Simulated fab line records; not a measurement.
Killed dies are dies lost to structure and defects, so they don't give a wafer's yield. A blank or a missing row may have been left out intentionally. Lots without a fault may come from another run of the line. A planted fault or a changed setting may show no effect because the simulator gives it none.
Matching of chambers :: flow nandHarc :: pecvd-04 running NHARC_P_M1_PRE_CLEAN_32: 3 sister chambers
The step time 12 s. 6 wafers are shown with their chamber, then 11 later ones without.

## WAFERS, EACH WITH ITS CHAMBER
wafer: L087.2
chamber: 1
heaterPowerW (W): 629

wafer: L087.3
chamber: 0
heaterPowerW (W): 612

wafer: L087.1
chamber: 2
heaterPowerW (W): 586

wafer: L087.5
chamber: 0
heaterPowerW (W): 628

wafer: L087.6
chamber: 1
heaterPowerW (W): 630

wafer: L093.3
chamber: 2
heaterPowerW (W): 595

## WAFERS WITH NO CHAMBER GIVEN
wafer: L093.4
heaterPowerW (W): 589

wafer: L093.5
heaterPowerW (W): 577

wafer: L095.4
heaterPowerW (W): 586

wafer: L095.5
heaterPowerW (W): 671

wafer: L095.6
heaterPowerW (W): 655

wafer: L096.1
heaterPowerW (W): 610

wafer: L096.3
heaterPowerW (W): 586

wafer: L096.6
heaterPowerW (W): 619

wafer: L096.2
heaterPowerW (W): 596

wafer: L096.4
heaterPowerW (W): 591

wafer: L096.5
heaterPowerW (W): 604

## WHICH CHAMBER EACH ONE RAN IN
wafer: L093.4
from the rows above: 2
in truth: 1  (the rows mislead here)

wafer: L093.5
from the rows above: 2
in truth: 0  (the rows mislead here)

wafer: L095.4
from the rows above: 2
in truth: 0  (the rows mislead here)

wafer: L095.5
from the rows above: can't be placed: 1 or 0
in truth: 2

wafer: L095.6
from the rows above: can't be placed: 1 or 0
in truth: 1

wafer: L096.1
from the rows above: can't be placed: 0 or 1 or 2
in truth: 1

wafer: L096.3
from the rows above: 2
in truth: 2

wafer: L096.6
from the rows above: can't be placed: 0 or 1
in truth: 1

wafer: L096.2
from the rows above: 2
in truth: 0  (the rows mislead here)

wafer: L096.4
from the rows above: 2
in truth: 2

wafer: L096.5
from the rows above: can't be placed: 2 or 0 or 1
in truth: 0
Correctly placed: 2 of 11. Not placeable from these rows: 5 (in 4, the candidates include the true chamber). Placed wrongly: 4.
How it was worked out, from the rows above alone: a wafer's distance from a chamber is the root of the sum, over the readings, of the square of ((its reading less the chamber's mean) divided by the reading's scatter). The wafer belongs to the nearest chamber; if the next one is less than 2 further off, it can't be placed. For every chamber, the mean is computed from those of its wafers that are shown. The scatter: take each reading less its chamber's mean, square it, sum over the shown wafers, divide by the number of wafers less the number of chambers, and take the root.
